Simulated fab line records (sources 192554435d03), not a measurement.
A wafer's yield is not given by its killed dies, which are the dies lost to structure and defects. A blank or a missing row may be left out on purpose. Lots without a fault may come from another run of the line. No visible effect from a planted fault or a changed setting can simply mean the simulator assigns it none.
Which of the tools did it? :: flow n5 finfet :: 24 lots with 72 wafers sampled at 6 steps, on a route of 1938 steps

== WHAT THE GAUGES READ, wafer by wafer ==
N5_FIN_CUT_INSPECT_17: inspects for defects (brightfield). Usual: raw defect count 240, standard deviation 70.
lot: L074
measured: day 2 04:32
on: defect inspect-01
raw defect count: 162 284 163
flag: 

lot: L075
measured: day 2 10:59
on: defect inspect-01
raw defect count: 188 219 159
flag: 

lot: L076
measured: day 2 16:49
on: defect inspect-02
raw defect count: 342 119 125
flag: 

lot: L077
measured: day 2 22:14
on: defect inspect-01
raw defect count: 236 304 278
flag: 

lot: L078
measured: day 3 04:18
on: defect inspect-02
raw defect count: 272 158 174
flag: 

lot: L079
measured: day 3 11:28
on: defect inspect-01
raw defect count: 188 292 239
flag: 

lot: L080
measured: day 3 15:39
on: defect inspect-02
raw defect count: 246 304 203
flag: 

lot: L081
measured: day 3 21:53
on: defect inspect-02
raw defect count: 231 256 273
flag: 

lot: L082
measured: day 4 04:57
on: defect inspect-01
raw defect count: 178 260 287
flag: 

lot: L083
measured: day 4 09:36
on: defect inspect-02
raw defect count: 278 266 315
flag: 

lot: L084
measured: day 4 15:46
on: defect inspect-01
raw defect count: 233 189 211
flag: 

lot: L085
measured: day 4 22:11
on: defect inspect-02
raw defect count: 195 224 298
flag: 

lot: L086
measured: day 5 03:53
on: defect inspect-01
raw defect count: 191 301 207
flag: 

lot: L087
measured: day 5 09:31
on: defect inspect-02
raw defect count: 225 290 306
flag: 

lot: L088
measured: day 5 16:35
on: defect inspect-01
raw defect count: 204 169 170
flag: 

lot: L089
measured: day 5 21:58
on: defect inspect-01
raw defect count: 129 162 268
flag: 

lot: L090
measured: day 6 05:44
on: defect inspect-01
raw defect count: 301 239 317
flag: 

lot: L091
measured: day 6 11:15
on: defect inspect-01
raw defect count: 242 210 218
flag: 

lot: L092
measured: day 6 17:02
on: defect inspect-01
raw defect count: 265 200 285
flag: 

lot: L093
measured: day 6 23:13
on: defect inspect-02
raw defect count: 266 291 272
flag: 

lot: L094
measured: day 7 04:25
on: defect inspect-02
raw defect count: 320 266 208
flag: 

lot: L095
measured: day 7 09:35
on: defect inspect-02
raw defect count: 327 421 299
flag: 

lot: L096
measured: day 7 16:08
on: defect inspect-01
raw defect count: 280 254 185
flag: 

lot: L097
measured: day 8 00:49
on: defect inspect-02
raw defect count: 139 249 207
flag: 

N5_STI_FIN_REVEAL_INSPECT_13: inspects for defects (darkfield). Usual: raw defect count 12, standard deviation 5.5.
lot: L074
measured: day 2 13:59
on: defect inspect-01
raw defect count: 6 9 9
flag: 

lot: L075
measured: day 2 20:44
on: defect inspect-01
raw defect count: 11 21 18
flag: 

lot: L076
measured: day 3 02:08
on: defect inspect-01
raw defect count: 15 13 13
flag: 

lot: L077
measured: day 3 09:02
on: defect inspect-02
raw defect count: 7 17 7
flag: 

lot: L078
measured: day 3 13:23
on: defect inspect-02
raw defect count: 8 9 5
flag: 

lot: L079
measured: day 3 20:14
on: defect inspect-01
raw defect count: 20 9 6
flag: 

lot: L080
measured: day 4 00:46
on: defect inspect-01
raw defect count: 8 9 8
flag: 

lot: L081
measured: day 4 06:35
on: defect inspect-01
raw defect count: 6 17 6
flag: 

lot: L082
measured: day 4 13:41
on: defect inspect-02
raw defect count: 8 12 15
flag: 

lot: L083
measured: day 4 18:50
on: defect inspect-02
raw defect count: 8 10 9
flag: 

lot: L084
measured: day 5 01:50
on: defect inspect-01
raw defect count: 11 7 6
flag: 

lot: L085
measured: day 5 08:25
on: defect inspect-01
raw defect count: 8 6 10
flag: 

lot: L086
measured: day 5 13:50
on: defect inspect-01
raw defect count: 10 16 16
flag: 

lot: L087
measured: day 5 18:44
on: defect inspect-01
raw defect count: 17 7 8
flag: 

lot: L088
measured: day 6 01:35
on: defect inspect-02
raw defect count: 8 9 13
flag: 

lot: L089
measured: day 6 06:47
on: defect inspect-01
raw defect count: 10 10 17
flag: 

lot: L090
measured: day 6 14:28
on: defect inspect-01
raw defect count: 5 14 9
flag: 

lot: L091
measured: day 7 23:04
on: defect inspect-02
raw defect count: 17 19 16
flag: 

lot: L092
measured: day 8 01:38
on: defect inspect-01
raw defect count: 17 14 13
flag: 

lot: L093
measured: day 8 01:14
on: defect inspect-02
raw defect count: 26 23 16
flag: 

lot: L094
measured: day 8 03:01
on: defect inspect-02
raw defect count: 19 7 12
flag: 

lot: L095
measured: day 8 03:20
on: defect inspect-01
raw defect count: 20 7 21
flag: 

lot: L096
measured: day 8 05:13
on: defect inspect-01
raw defect count: 16 19 17
flag: 

lot: L097
measured: day 8 10:20
on: defect inspect-01
raw defect count: 8 15 9
flag: 

== EACH LOT AND THE TOOL THAT RAN IT (in order: tool; ch and the chambers of the sampled wafers; start) ==
lot: L074
N5_FIN_SAQP_MANDREL1_REMOVE_56: rie si-05 ch 1,3, day 2 00:50
N5_FIN_CUT_STRIP_24: rie diel-02 ch 2,3, day 2 04:03
N5_STI_FIN_REVEAL_DENSIFY_30: rtp anneal-01 ch 0, day 2 10:34
N5_STI_FIN_REVEAL_OXIDATION_33: plasma asher-01 ch 1, day 2 13:42

lot: L075
N5_FIN_SAQP_MANDREL1_REMOVE_56: rie si-05 ch 0,3, day 2 07:01
N5_FIN_CUT_STRIP_24: rie diel-01 ch 2,3, day 2 10:29
N5_STI_FIN_REVEAL_DENSIFY_30: rtp anneal-02 ch 0, day 2 17:02
N5_STI_FIN_REVEAL_OXIDATION_33: plasma asher-02 ch 0,1, day 2 20:26

lot: L076
N5_FIN_SAQP_MANDREL1_REMOVE_56: rie si-05 ch 0,1,3, day 2 12:29
N5_FIN_CUT_STRIP_24: rie diel-03 ch 2,3, day 2 16:19
N5_STI_FIN_REVEAL_DENSIFY_30: rtp anneal-01 ch 0, day 2 22:54
N5_STI_FIN_REVEAL_OXIDATION_33: plasma asher-02 ch 0,1, day 3 01:51

lot: L077
N5_FIN_SAQP_MANDREL1_REMOVE_56: rie si-05 ch 0,1,3, day 2 18:27
N5_FIN_CUT_STRIP_24: rie diel-02 ch 0,1,3, day 2 21:45
N5_STI_FIN_REVEAL_DENSIFY_30: rtp anneal-02 ch 0, day 3 05:30
N5_STI_FIN_REVEAL_OXIDATION_33: plasma asher-02 ch 0,1, day 3 08:41

lot: L078
N5_FIN_SAQP_MANDREL1_REMOVE_56: rie si-05 ch 1,3, day 3 00:25
N5_FIN_CUT_STRIP_24: rie diel-02 ch 1,3, day 3 03:39
N5_STI_FIN_REVEAL_DENSIFY_30: rtp anneal-02 ch 0, day 3 10:07
N5_STI_FIN_REVEAL_OXIDATION_33: plasma asher-01 ch 0,1, day 3 13:06

lot: L079
N5_FIN_SAQP_MANDREL1_REMOVE_56: rie si-01 ch 1,3, day 3 07:46
N5_FIN_CUT_STRIP_24: rie diel-03 ch 0,1,2, day 3 10:55
N5_STI_FIN_REVEAL_DENSIFY_30: rtp anneal-01 ch 0, day 3 17:01
N5_STI_FIN_REVEAL_OXIDATION_33: plasma asher-01 ch 0,1, day 3 19:58

lot: L080
N5_FIN_SAQP_MANDREL1_REMOVE_56: rie si-04 ch 0,2, day 3 11:56
N5_FIN_CUT_STRIP_24: rie diel-03 ch 2,3, day 3 15:10
N5_STI_FIN_REVEAL_DENSIFY_30: rtp anneal-02 ch 0, day 3 21:10
N5_STI_FIN_REVEAL_OXIDATION_33: plasma asher-01 ch 0,1, day 4 00:30

lot: L081
N5_FIN_SAQP_MANDREL1_REMOVE_56: rie si-04 ch 1,2, day 3 18:14
N5_FIN_CUT_STRIP_24: rie diel-02 ch 0,3, day 3 21:23
N5_STI_FIN_REVEAL_DENSIFY_30: rtp anneal-02 ch 0, day 4 03:22
N5_STI_FIN_REVEAL_OXIDATION_33: plasma asher-01 ch 0,1, day 4 06:18

lot: L082
N5_FIN_SAQP_MANDREL1_REMOVE_56: rie si-05 ch 1,2,3, day 3 23:56
N5_FIN_CUT_STRIP_24: rie diel-01 ch 0,2,3, day 4 04:26
N5_STI_FIN_REVEAL_DENSIFY_30: rtp anneal-02 ch 0, day 4 10:24
N5_STI_FIN_REVEAL_OXIDATION_33: plasma asher-01 ch 0,1, day 4 13:24

lot: L083
N5_FIN_SAQP_MANDREL1_REMOVE_56: rie si-04 ch 0,2,3, day 4 05:58
N5_FIN_CUT_STRIP_24: rie diel-02 ch 1,2, day 4 09:07
N5_STI_FIN_REVEAL_DENSIFY_30: rtp anneal-01 ch 0, day 4 15:37
N5_STI_FIN_REVEAL_OXIDATION_33: plasma asher-01 ch 0,1, day 4 18:34

lot: L084
N5_FIN_SAQP_MANDREL1_REMOVE_56: rie si-05 ch 0,1,3, day 4 11:22
N5_FIN_CUT_STRIP_24: rie diel-03 ch 0,1,2, day 4 15:17
N5_STI_FIN_REVEAL_DENSIFY_30: rtp anneal-02 ch 0, day 4 22:34
N5_STI_FIN_REVEAL_OXIDATION_33: plasma asher-02 ch 0,1, day 5 01:33

lot: L085
N5_FIN_SAQP_MANDREL1_REMOVE_56: rie si-04 ch 0,2,3, day 4 17:57
N5_FIN_CUT_STRIP_24: rie diel-02 ch 1,2,3, day 4 21:38
N5_STI_FIN_REVEAL_DENSIFY_30: rtp anneal-02 ch 0, day 5 05:13
N5_STI_FIN_REVEAL_OXIDATION_33: plasma asher-02 ch 0,1, day 5 08:09

lot: L086
N5_FIN_SAQP_MANDREL1_REMOVE_56: rie si-05 ch 0,3, day 5 00:02
N5_FIN_CUT_STRIP_24: rie diel-01 ch 0,2, day 5 03:14
N5_STI_FIN_REVEAL_DENSIFY_30: rtp anneal-02 ch 0, day 5 10:22
N5_STI_FIN_REVEAL_OXIDATION_33: plasma asher-01 ch 0,1, day 5 13:34

lot: L087
N5_FIN_SAQP_MANDREL1_REMOVE_56: rie si-05 ch 0,1,3, day 5 05:41
N5_FIN_CUT_STRIP_24: rie diel-03 ch 0,2,3, day 5 08:53
N5_STI_FIN_REVEAL_DENSIFY_30: rtp anneal-02 ch 0, day 5 15:18
N5_STI_FIN_REVEAL_OXIDATION_33: plasma asher-01 ch 0,1, day 5 18:27

lot: L088
N5_FIN_SAQP_MANDREL1_REMOVE_56: rie si-05 ch 0,1, day 5 12:33
N5_FIN_CUT_STRIP_24: rie diel-03 ch 0,1,2, day 5 16:06
N5_STI_FIN_REVEAL_DENSIFY_30: rtp anneal-02 ch 0, day 5 22:10
N5_STI_FIN_REVEAL_OXIDATION_33: plasma asher-02 ch 0, day 6 01:18

lot: L089
N5_FIN_SAQP_MANDREL1_REMOVE_56: rie si-05 ch 1,2,3, day 5 17:59
N5_FIN_CUT_STRIP_24: rie diel-03 ch 0,1,2, day 5 21:28
N5_STI_FIN_REVEAL_DENSIFY_30: rtp anneal-02 ch 0, day 6 03:28
N5_STI_FIN_REVEAL_OXIDATION_33: plasma asher-02 ch 0,1, day 6 06:30

lot: L090
N5_FIN_SAQP_MANDREL1_REMOVE_56: rie si-05 ch 0,1, day 6 01:07
N5_FIN_CUT_STRIP_24: rie diel-01 ch 1,2, day 6 04:25
N5_STI_FIN_REVEAL_DENSIFY_30: rtp anneal-01 ch 0, day 6 11:15
N5_STI_FIN_REVEAL_OXIDATION_33: plasma asher-01 ch 0,1, day 6 14:12

lot: L091
N5_FIN_SAQP_MANDREL1_REMOVE_56: rie si-05 ch 0,2, day 6 07:23
N5_FIN_CUT_STRIP_24: rie diel-02 ch 0,2,3, day 6 10:43
N5_STI_FIN_REVEAL_DENSIFY_30: rtp anneal-01 ch 0, day 7 19:34
N5_STI_FIN_REVEAL_OXIDATION_33: plasma asher-02 ch 0,1, day 7 22:44

lot: L092
N5_FIN_SAQP_MANDREL1_REMOVE_56: rie si-05 ch 0,2,3, day 6 12:41
N5_FIN_CUT_STRIP_24: rie diel-02 ch 0,1, day 6 16:32
N5_STI_FIN_REVEAL_DENSIFY_30: rtp anneal-02 ch 0, day 7 21:59
N5_STI_FIN_REVEAL_OXIDATION_33: plasma asher-02 ch 0,1, day 8 01:22

lot: L093
N5_FIN_SAQP_MANDREL1_REMOVE_56: rie si-01 ch 0,3, day 6 18:55
N5_FIN_CUT_STRIP_24: rie diel-02 ch 1,2, day 6 22:43
N5_STI_FIN_REVEAL_DENSIFY_30: rtp anneal-01 ch 0, day 7 21:47
N5_STI_FIN_REVEAL_OXIDATION_33: plasma asher-02 ch 0,1, day 8 00:58

lot: L094
N5_FIN_SAQP_MANDREL1_REMOVE_56: rie si-04 ch 0,2, day 6 23:24
N5_FIN_CUT_STRIP_24: rie diel-03 ch 0,3, day 7 03:12
N5_STI_FIN_REVEAL_DENSIFY_30: rtp anneal-02 ch 0, day 7 23:43
N5_STI_FIN_REVEAL_OXIDATION_33: plasma asher-02 ch 0,1, day 8 02:40

lot: L095
N5_FIN_SAQP_MANDREL1_REMOVE_56: rie si-01 ch 1,2,3, day 7 05:43
N5_FIN_CUT_STRIP_24: rie diel-01 ch 0,2,3, day 7 09:05
N5_STI_FIN_REVEAL_DENSIFY_30: rtp anneal-01 ch 0, day 7 23:43
N5_STI_FIN_REVEAL_OXIDATION_33: plasma asher-01 ch 0,1, day 8 03:00

lot: L096
N5_FIN_SAQP_MANDREL1_REMOVE_56: rie si-01 ch 1,2,3, day 7 12:34
N5_FIN_CUT_STRIP_24: rie diel-01 ch 0,2, day 7 15:38
N5_STI_FIN_REVEAL_DENSIFY_30: rtp anneal-01 ch 0, day 8 01:56
N5_STI_FIN_REVEAL_OXIDATION_33: plasma asher-02 ch 0,1, day 8 04:56

lot: L097
N5_FIN_SAQP_MANDREL1_REMOVE_56: rie si-05 ch 0,1,2, day 7 20:35
N5_FIN_CUT_STRIP_24: rie diel-01 ch 0,1,2, day 8 00:04
N5_STI_FIN_REVEAL_DENSIFY_30: rtp anneal-02 ch 0, day 8 06:50
N5_STI_FIN_REVEAL_OXIDATION_33: plasma asher-01 ch 0,1, day 8 10:02
- N5_FIN_SAQP_MANDREL1_REMOVE_56: chemistry HBr/Cl2/O2, target a-Si, stops on SiNx, bt time 10 s.
- N5_FIN_CUT_STRIP_24: strips in CF4.
- N5_STI_FIN_REVEAL_DENSIFY_30
- N5_STI_FIN_REVEAL_OXIDATION_33: chemistry O2 PLASMA REMOTE, time 20 s.

== WHAT THE TOOLS THEMSELVES READ (means of the sampled wafers that have a number; where no wafer has one, the mark that the record gives instead) ==
N5_FIN_SAQP_MANDREL1_REMOVE_56. Usual: drypump motor current A 6.1 A, standard deviation 0.41; oes product au 1.000 a.u., standard deviation 0.016; throttle valve pct 36.7 %, standard deviation 0.37.
lot: L074
tool: rie si-05
drypump motor current A (A): 6.0
oes product au (a.u.): 1.007
throttle valve pct (%): 36.6
flag: 

lot: L075
tool: rie si-05
drypump motor current A (A): 6.6
oes product au (a.u.): 1.002
throttle valve pct (%): 37.2
flag: 

lot: L076
tool: rie si-05
drypump motor current A (A): 6.3
oes product au (a.u.): 1.000
throttle valve pct (%): 36.9
flag: 

lot: L077
tool: rie si-05
drypump motor current A (A): 6.3
oes product au (a.u.): 1.000
throttle valve pct (%): 36.9
flag: 

lot: L078
tool: rie si-05
drypump motor current A (A): 6.2
oes product au (a.u.): 1.013
throttle valve pct (%): 36.6
flag: 

lot: L079
tool: rie si-01
drypump motor current A (A): 6.0
oes product au (a.u.): 0.976
throttle valve pct (%): 37.0
flag: 

lot: L080
tool: rie si-04
drypump motor current A (A): 5.7
oes product au (a.u.): 1.008
throttle valve pct (%): 36.8
flag: 

lot: L081
tool: rie si-04
drypump motor current A (A): 5.7
oes product au (a.u.): 1.002
throttle valve pct (%): 36.8
flag: 

lot: L082
tool: rie si-05
drypump motor current A (A): 6.2
oes product au (a.u.): 1.004
throttle valve pct (%): 36.5
flag: 

lot: L083
tool: rie si-04
drypump motor current A (A): 5.8
oes product au (a.u.): 1.009
throttle valve pct (%): 36.7
flag: 

lot: L084
tool: rie si-05
drypump motor current A (A): 6.3
oes product au (a.u.): 1.009
throttle valve pct (%): 36.9
flag: 

lot: L085
tool: rie si-04
drypump motor current A (A): 5.8
oes product au (a.u.): 1.001
throttle valve pct (%): 36.7
flag: 

lot: L086
tool: rie si-05
drypump motor current A (A): 6.6
oes product au (a.u.): 0.993
throttle valve pct (%): 36.9
flag: 

lot: L087
tool: rie si-05
drypump motor current A (A): 6.3
oes product au (a.u.): 1.008
throttle valve pct (%): 36.9
flag: 

lot: L088
tool: rie si-05
drypump motor current A (A): 6.1
oes product au (a.u.): 1.021
throttle valve pct (%): 36.8
flag: 

lot: L089
tool: rie si-05
drypump motor current A (A): 6.2
oes product au (a.u.): 1.009
throttle valve pct (%): 36.5
flag: 

lot: L090
tool: rie si-05
drypump motor current A (A): 6.0
oes product au (a.u.): 1.019
throttle valve pct (%): 36.8
flag: 

lot: L091
tool: rie si-05
drypump motor current A (A): 6.6
oes product au (a.u.): 0.997
throttle valve pct (%): 37.0
flag: 

lot: L092
tool: rie si-05
drypump motor current A (A): 6.6
oes product au (a.u.): 0.994
throttle valve pct (%): 36.9
flag: 

lot: L093
tool: rie si-01
drypump motor current A (A): 5.7
oes product au (a.u.): 0.997
throttle valve pct (%): 36.7
flag: 

lot: L094
tool: rie si-04
drypump motor current A (A): 5.6
oes product au (a.u.): 1.003
throttle valve pct (%): 36.7
flag: 

lot: L095
tool: rie si-01
drypump motor current A (A): 5.9
oes product au (a.u.): 0.977
throttle valve pct (%): 36.8
flag: 

lot: L096
tool: rie si-01
drypump motor current A (A): 5.9
oes product au (a.u.): 0.970
throttle valve pct (%): 36.8
flag: 

lot: L097
tool: rie si-05
drypump motor current A (A): 6.3
oes product au (a.u.): 1.009
throttle valve pct (%): 36.7
flag: 

N5_FIN_CUT_STRIP_24. Usual: drypump motor current A 5.8 A, standard deviation 0.51; oes product au 0.76 a.u., standard deviation 0.081; rf vpp V 271.3 V, standard deviation 1.4; showerhead plenum p Torr 1.79 Torr, standard deviation 0.054; throttle valve pct 13.57 %, standard deviation 0.28.
lot: L074
tool: rie diel-02
drypump motor current A (A): 6.3
oes product au (a.u.): 0.72
rf vpp V (V): 270.2
showerhead plenum p Torr (Torr): 1.74
throttle valve pct (%): 13.73
flag: 

lot: L075
tool: rie diel-01
drypump motor current A (A): 5.5
oes product au (a.u.): 0.69
rf vpp V (V): 270.5
showerhead plenum p Torr (Torr): 1.80
throttle valve pct (%): 13.69
flag: 

lot: L076
tool: rie diel-03
drypump motor current A (A): 6.4
oes product au (a.u.): 0.71
rf vpp V (V): 272.4
showerhead plenum p Torr (Torr): 1.82
throttle valve pct (%): 13.56
flag: 

lot: L077
tool: rie diel-02
drypump motor current A (A): 5.7
oes product au (a.u.): 0.71
rf vpp V (V): 270.5
showerhead plenum p Torr (Torr): 1.73
throttle valve pct (%): 13.70
flag: 

lot: L078
tool: rie diel-02
drypump motor current A (A): 5.9
oes product au (a.u.): 0.72
rf vpp V (V): 269.4
showerhead plenum p Torr (Torr): 1.72
throttle valve pct (%): 13.67
flag: 

lot: L079
tool: rie diel-03
drypump motor current A (A): 5.6
oes product au (a.u.): 0.78
rf vpp V (V): 272.3
showerhead plenum p Torr (Torr): 1.83
throttle valve pct (%): 13.53
flag: 

lot: L080
tool: rie diel-03
drypump motor current A (A): 6.3
oes product au (a.u.): 0.71
rf vpp V (V): 272.3
showerhead plenum p Torr (Torr): 1.82
throttle valve pct (%): 13.56
flag: 

lot: L081
tool: rie diel-02
drypump motor current A (A): 6.0
oes product au (a.u.): 0.70
rf vpp V (V): 270.2
showerhead plenum p Torr (Torr): 1.73
throttle valve pct (%): 13.67
flag: 

lot: L082
tool: rie diel-01
drypump motor current A (A): 5.8
oes product au (a.u.): 0.83
rf vpp V (V): 272.1
showerhead plenum p Torr (Torr): 1.81
throttle valve pct (%): 13.42
flag: 

lot: L083
tool: rie diel-02
drypump motor current A (A): 6.0
oes product au (a.u.): 0.71
rf vpp V (V): 270.1
showerhead plenum p Torr (Torr): 1.76
throttle valve pct (%): 13.94
flag: 

lot: L084
tool: rie diel-03
drypump motor current A (A): 5.6
oes product au (a.u.): 0.77
rf vpp V (V): 272.3
showerhead plenum p Torr (Torr): 1.83
throttle valve pct (%): 13.54
flag: 

lot: L085
tool: rie diel-02
drypump motor current A (A): 6.0
oes product au (a.u.): 0.71
rf vpp V (V): 270.4
showerhead plenum p Torr (Torr): 1.73
throttle valve pct (%): 13.83
flag: 

lot: L086
tool: rie diel-01
drypump motor current A (A): 6.0
oes product au (a.u.): 0.88
rf vpp V (V): 272.0
showerhead plenum p Torr (Torr): 1.83
throttle valve pct (%): 13.33
flag: 

lot: L087
tool: rie diel-03
drypump motor current A (A): 5.8
oes product au (a.u.): 0.74
rf vpp V (V): 272.3
showerhead plenum p Torr (Torr): 1.81
throttle valve pct (%): 13.47
flag: 

lot: L088
tool: rie diel-03
drypump motor current A (A): 5.6
oes product au (a.u.): 0.76
rf vpp V (V): 272.7
showerhead plenum p Torr (Torr): 1.83
throttle valve pct (%): 13.56
flag: 

lot: L089
tool: rie diel-03
drypump motor current A (A): 5.6
oes product au (a.u.): 0.76
rf vpp V (V): 272.6
showerhead plenum p Torr (Torr): 1.82
throttle valve pct (%): 13.58
flag: 

lot: L090
tool: rie diel-01
drypump motor current A (A): 5.8
oes product au (a.u.): 0.90
rf vpp V (V): 272.3
showerhead plenum p Torr (Torr): 1.88
throttle valve pct (%): 13.10
flag: 

lot: L091
tool: rie diel-02
drypump motor current A (A): 6.1
oes product au (a.u.): 0.79
rf vpp V (V): 270.6
showerhead plenum p Torr (Torr): 1.74
throttle valve pct (%): 13.64
flag: 

lot: L092
tool: rie diel-02
drypump motor current A (A): 5.3
oes product au (a.u.): 0.78
rf vpp V (V): 269.5
showerhead plenum p Torr (Torr): 1.72
throttle valve pct (%): 13.64
flag: 

lot: L093
tool: rie diel-02
drypump motor current A (A): 6.0
oes product au (a.u.): 0.70
rf vpp V (V): 270.5
showerhead plenum p Torr (Torr): 1.75
throttle valve pct (%): 13.98
flag: 

lot: L094
tool: rie diel-03
drypump motor current A (A): 6.1
oes product au (a.u.): 0.87
rf vpp V (V): 271.6
showerhead plenum p Torr (Torr): 1.82
throttle valve pct (%): 13.22
flag: 

lot: L095
tool: rie diel-01
drypump motor current A (A): 5.8
oes product au (a.u.): 0.79
rf vpp V (V): 271.1
showerhead plenum p Torr (Torr): 1.80
throttle valve pct (%): 13.47
flag: 

lot: L096
tool: rie diel-01
drypump motor current A (A): 5.9
oes product au (a.u.): 0.85
rf vpp V (V): 272.0
showerhead plenum p Torr (Torr): 1.82
throttle valve pct (%): 13.37
flag: 

lot: L097
tool: rie diel-01
drypump motor current A (A): 6.0
oes product au (a.u.): 0.86
rf vpp V (V): 272.4
showerhead plenum p Torr (Torr): 1.85
throttle valve pct (%): 13.26
flag: 

N5_STI_FIN_REVEAL_DENSIFY_30. Usual: lamp power pct 11.54 %, standard deviation 0.052.
lot: L074
tool: rtp anneal-01
lamp power pct (%): 11.55
flag: 

lot: L075
tool: rtp anneal-02
lamp power pct (%): 11.50
flag: 

lot: L076
tool: rtp anneal-01
lamp power pct (%): 11.52
flag: 

lot: L077
tool: rtp anneal-02
lamp power pct (%): 11.55
flag: 

lot: L078
tool: rtp anneal-02
lamp power pct (%): 11.53
flag: 

lot: L079
tool: rtp anneal-01
lamp power pct (%): 11.55
flag: 

lot: L080
tool: rtp anneal-02
lamp power pct (%): 11.55
flag: 

lot: L081
tool: rtp anneal-02
lamp power pct (%): 11.54
flag: 

lot: L082
tool: rtp anneal-02
lamp power pct (%): 11.55
flag: 

lot: L083
tool: rtp anneal-01
lamp power pct (%): 11.55
flag: 

lot: L084
tool: rtp anneal-02
lamp power pct (%): 11.56
flag: 

lot: L085
tool: rtp anneal-02
lamp power pct (%): 11.55
flag: 

lot: L086
tool: rtp anneal-02
lamp power pct (%): 11.50
flag: 

lot: L087
tool: rtp anneal-02
lamp power pct (%): 11.55
flag: 

lot: L088
tool: rtp anneal-02
lamp power pct (%): 11.53
flag: 

lot: L089
tool: rtp anneal-02
lamp power pct (%): 11.51
flag: 

lot: L090
tool: rtp anneal-01
lamp power pct (%): 11.55
flag: 

lot: L091
tool: rtp anneal-01
lamp power pct (%): 11.54
flag: 

lot: L092
tool: rtp anneal-02
lamp power pct (%): 11.56
flag: 

lot: L093
tool: rtp anneal-01
lamp power pct (%): 11.62
flag: 

lot: L094
tool: rtp anneal-02
lamp power pct (%): 11.59
flag: 

lot: L095
tool: rtp anneal-01
lamp power pct (%): 11.53
flag: 

lot: L096
tool: rtp anneal-01
lamp power pct (%): 11.45
flag: 

lot: L097
tool: rtp anneal-02
lamp power pct (%): 11.58
flag: 

N5_STI_FIN_REVEAL_OXIDATION_33. Usual: drypump motor current A 6.19 A, standard deviation 0.21; heater power w 153 W, standard deviation 13.
lot: L074
tool: plasma asher-01
drypump motor current A (A): 6.12
heater power w (W): 155
flag: 

lot: L075
tool: plasma asher-02
drypump motor current A (A): 6.36
heater power w (W): 156
flag: 

lot: L076
tool: plasma asher-02
drypump motor current A (A): 6.37
heater power w (W): 155
flag: 

lot: L077
tool: plasma asher-02
drypump motor current A (A): 6.17
heater power w (W): 145
flag: 

lot: L078
tool: plasma asher-01
drypump motor current A (A): 6.11
heater power w (W): 156
flag: 

lot: L079
tool: plasma asher-01
drypump motor current A (A): 6.11
heater power w (W): 154
flag: 

lot: L080
tool: plasma asher-01
drypump motor current A (A): 6.11
heater power w (W): 154
flag: 

lot: L081
tool: plasma asher-01
drypump motor current A (A): 6.12
heater power w (W): 157
flag: 

lot: L082
tool: plasma asher-01
drypump motor current A (A): 6.11
heater power w (W): 157
flag: 

lot: L083
tool: plasma asher-01
drypump motor current A (A): 6.12
heater power w (W): 158
flag: 

lot: L084
tool: plasma asher-02
drypump motor current A (A): 6.16
heater power w (W): 146
flag: 

lot: L085
tool: plasma asher-02
drypump motor current A (A): 6.36
heater power w (W): 156
flag: 

lot: L086
tool: plasma asher-01
drypump motor current A (A): 6.11
heater power w (W): 154
flag: 

lot: L087
tool: plasma asher-01
drypump motor current A (A): 6.12
heater power w (W): 156
flag: 

lot: L088
tool: plasma asher-02
drypump motor current A (A): 5.99
heater power w (W): 132
flag: 

lot: L089
tool: plasma asher-02
drypump motor current A (A): 6.14
heater power w (W): 143
flag: 

lot: L090
tool: plasma asher-01
drypump motor current A (A): 6.13
heater power w (W): 156
flag: 

lot: L091
tool: plasma asher-02
drypump motor current A (A): 6.16
heater power w (W): 143
flag: 

lot: L092
tool: plasma asher-02
drypump motor current A (A): 6.18
heater power w (W): 143
flag: 

lot: L093
tool: plasma asher-02
drypump motor current A (A): 6.36
heater power w (W): 155
flag: 

lot: L094
tool: plasma asher-02
drypump motor current A (A): 6.16
heater power w (W): 142
flag: 

lot: L095
tool: plasma asher-01
drypump motor current A (A): 6.13
heater power w (W): 158
flag: 

lot: L096
tool: plasma asher-02
drypump motor current A (A): 6.34
heater power w (W): 155
flag: 

lot: L097
tool: plasma asher-01
drypump motor current A (A): 6.12
heater power w (W): 155
flag: 

== THE ANSWER, worked out from the rows above alone ==
Rule: take the mean of a lot's wafers that have a number; if it is more than 3 standard deviations from the usual mean, the lot is off. A lot without any number at a reading at which 4 lots or more have one is off too. All remaining lots with rows at the step are treated as sound. The gauges are gone through in route order, then the tools' own readings, and for those a lot's mean is taken as printed above. At the first step where some lot is off, the reading lying furthest off is the one used; lots without a number count as furthest.
None of the lots is off at any reading shown; this tells nothing.

== WHAT THE SIMULATOR HAD INSERTED ==
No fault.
